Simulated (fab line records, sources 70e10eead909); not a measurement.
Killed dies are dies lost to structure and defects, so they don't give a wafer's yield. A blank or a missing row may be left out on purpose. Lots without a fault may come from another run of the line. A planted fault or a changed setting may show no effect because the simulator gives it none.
A struck lot beside a sound one | flow nand_harc | 40 steps out of a route of 1302
Sound: wafers L482.1, L482.5, L482.6. Struck: wafers L498.2, L498.5, L498.6. The cause comes at the end.
At each step with rows: each side's tool, then ch and its chambers, then its first start. Under that, the readings that differ: sound wafers | struck wafers | difference of the means | sigmas: that difference in standard deviations of wafers without a fault.
alike: readings whose means differ by less than 2 such deviations, and words and numbers that are the same on both sides. not compared: withheld readings, readings that some wafer has no value for, bounds like >300 that may hide the same value, and numbers for which the record gives no deviation and whose values overlap.
The two part at a step that has a row with sigmas, a row that says differs or no value, or rows on one side only. Numbers that don't overlap but have no deviation are shown without sigmas and don't part them. A reading that every wafer of one side lacks parts them only if that side has two wafers or more.

NHARC_A_CHANNEL_HOLE_D1_CD_MEAS_30:
  sound on cd_sem-02, day 11 04:46; struck on cd_sem-02, day 18 01:16
  alike: cd_nm
then, 1 step without rows for these wafers: NHARC_A_CHANNEL_HOLE_D1_XSEM_31.
NHARC_A_CHANNEL_HOLE_D1_INSPECT_40:
  sound on defect_inspect-01, day 11 04:57; struck on defect_inspect-02, day 18 01:27
  alike: raw_defect_count
then, 4 steps without rows for these wafers: NHARC_A_CHANNEL_FILL_D1_PRECLEAN_00 (cleans in SC1); NHARC_A_CHANNEL_FILL_D1_SRD_01; NHARC_A_CHANNEL_FILL_D1_ALD_02 (deposits SiO2, target thk 6 nm, pulse time 10 s, ald cycles 60); NHARC_A_CHANNEL_FILL_D1_ALD_03 (deposits SiNx, target thk 6 nm, pulse time 60 s, ald cycles 58).
NHARC_A_CHANNEL_FILL_D1_ALD_14: deposits SiO2, target thk 2.5 nm, pulse time 10 s, ald cycles 25.
  sound on ald_hk-01 ch 2,3, day 11 12:59; struck on ald_hk-01 ch 2,3, day 18 08:37
  alike: heater_power_w, precursor_pulse_height_rel
NHARC_A_CHANNEL_FILL_D1_ALD_15: deposits SiNx, target thk 2 nm, pulse time 60 s, ald cycles 19.
  sound on ald_sin_batch-02 ch 0, day 11 16:15; struck on ald_sin_batch-01 ch 0
  alike: chamber_pressure_Torr, precursor_pulse_height_rel
NHARC_A_CHANNEL_FILL_D1_ALD_16: deposits SiO2, target thk 1.5 nm, pulse time 10 s, ald cycles 15.
  sound on ald_hk-01 ch 0,1,3, day 11 18:25; struck on ald_hk-01 ch 0,1,2, day 18 13:50
  alike: heater_power_w, precursor_pulse_height_rel
then, 2 steps without rows for these wafers: NHARC_A_CHANNEL_FILL_D1_ANNEAL_17 (time 1800 s); NHARC_A_CHANNEL_FILL_D1_CVD_18 (deposits poly-Si, target thk 3 nm).
NHARC_A_CHANNEL_FILL_D1_ETCHBACK_19: etches the open film in HBr/Cl2, target depth 5 nm, time 1.7 s.
  sound on rie_si-03 ch 0,1,2, day 12 07:10; struck on rie_si-03 ch 0,1,3, day 19 01:34
  alike: drypump_motor_current_A, oes_product_au, rf_fwd_power_W, throttle_valve_pct
  not compared: rf_hours_counter_h
then, 6 steps without rows for these wafers: NHARC_A_CHANNEL_FILL_D1_ETCHBACK_20 (etches the open film in C4F8/O2/Ar, target depth 27 nm, time 13.5 s); NHARC_A_CHANNEL_FILL_D1_STRIP_28 (strips in O2, time 20 s); NHARC_A_CHANNEL_FILL_D1_PRECLEAN_21 (cleans in dHF, time 30 s); NHARC_A_CHANNEL_FILL_D1_SRD_23; NHARC_A_CHANNEL_FILL_D1_CVD_05 (deposits poly-Si, target thk 5 nm); NHARC_A_CHANNEL_FILL_D1_ANNEAL_22 (time 7200 s).
NHARC_A_CHANNEL_FILL_D1_THK_MEAS_06: measures by ellipsometry.
  sound on film_metro-01, day 12 19:12; struck on film_metro-01, day 19 15:35
  alike: thk_nm
then, 6 steps without rows for these wafers: NHARC_A_CHANNEL_FILL_D1_ALD_25 (deposits SiOx, target thk 60 nm, pulse time 10 s, ald cycles 600); NHARC_A_CHANNEL_FILL_D1_ETCHBACK_08 (etches the open film in C4F8, target depth 220 nm, time 110 s); NHARC_A_CHANNEL_FILL_D1_STRIP_29 (strips in O2, time 20 s); NHARC_A_CHANNEL_FILL_D1_PRECLEAN_30 (cleans in dHF, time 30 s); NHARC_A_CHANNEL_FILL_D1_SRD_31; NHARC_A_CHANNEL_FILL_D1_CVD_09 (deposits poly-Si, target thk 150 nm, time 3000 s).
NHARC_A_CHANNEL_FILL_D1_CMP_10: polishes, target thk 150 nm.
  sound on cmp-02 ch 2,3, day 13 06:37; struck on cmp-04 ch 0,1, day 20 03:55
  alike: motor_current_A, retaining_ring_pressure_frac, time_to_endpoint_s
then, 10 steps without rows for these wafers: NHARC_A_CHANNEL_FILL_D1_SRD_12; NHARC_A_DECK1_JOINT_ETCHBACK_07 (etches the open film in HBr, target depth 105 nm, time 26.9 s); NHARC_A_DECK1_JOINT_ETCH_25 (etches SiO2 in dHF, target depth 0.5 nm); NHARC_A_DECK1_JOINT_ETCH_19 (etches poly-Si in TMAH, target depth 3 nm); NHARC_A_DECK1_JOINT_ETCH_18 (etches SiO2 in dHF, target depth 3 nm); NHARC_A_DECK1_JOINT_WET_08 (chemistry H3PO4, time 86 s); NHARC_A_DECK1_JOINT_ETCH_09 (etches SiO2 in dHF, target depth 5 nm); NHARC_A_DECK1_JOINT_WET_10 (chemistry H3PO4, time 86 s); NHARC_A_DECK1_JOINT_ETCH_11 (etches SiO2 in dHF, target depth 35 nm); NHARC_A_DECK1_JOINT_CVD_12 (deposits poly-Si, target thk 90 nm, time 1800 s).
NHARC_A_DECK1_JOINT_CMP_13: polishes, target thk 51.023 nm.
  sound on cmp-04 ch 1,2,3, day 13 17:26; struck on cmp-01 ch 0,3, day 20 14:43
  alike: motor_current_A, retaining_ring_pressure_frac, time_to_endpoint_s
NHARC_A_DECK1_JOINT_THK_MEAS_14: measures by ellipsometry.
  sound on film_metro-02, day 13 17:39; struck on film_metro-02, day 20 14:56
  alike: thk_nm
-- the record jumps here: 13 days lie between the struck wafers' starts before and after (it left off in module A_DECK1_JOINT and takes up again in module END, whose first step shown is number 1302 of the route) --
NHARC_END_SORT_01:
  the record has rows for the struck wafers here (prober-01 ch 0, day 33 03:50) and none for the sound ones

WHERE THEY PART
Only at NHARC_END_SORT_01, within this record.

WHY: what the simulator had put in
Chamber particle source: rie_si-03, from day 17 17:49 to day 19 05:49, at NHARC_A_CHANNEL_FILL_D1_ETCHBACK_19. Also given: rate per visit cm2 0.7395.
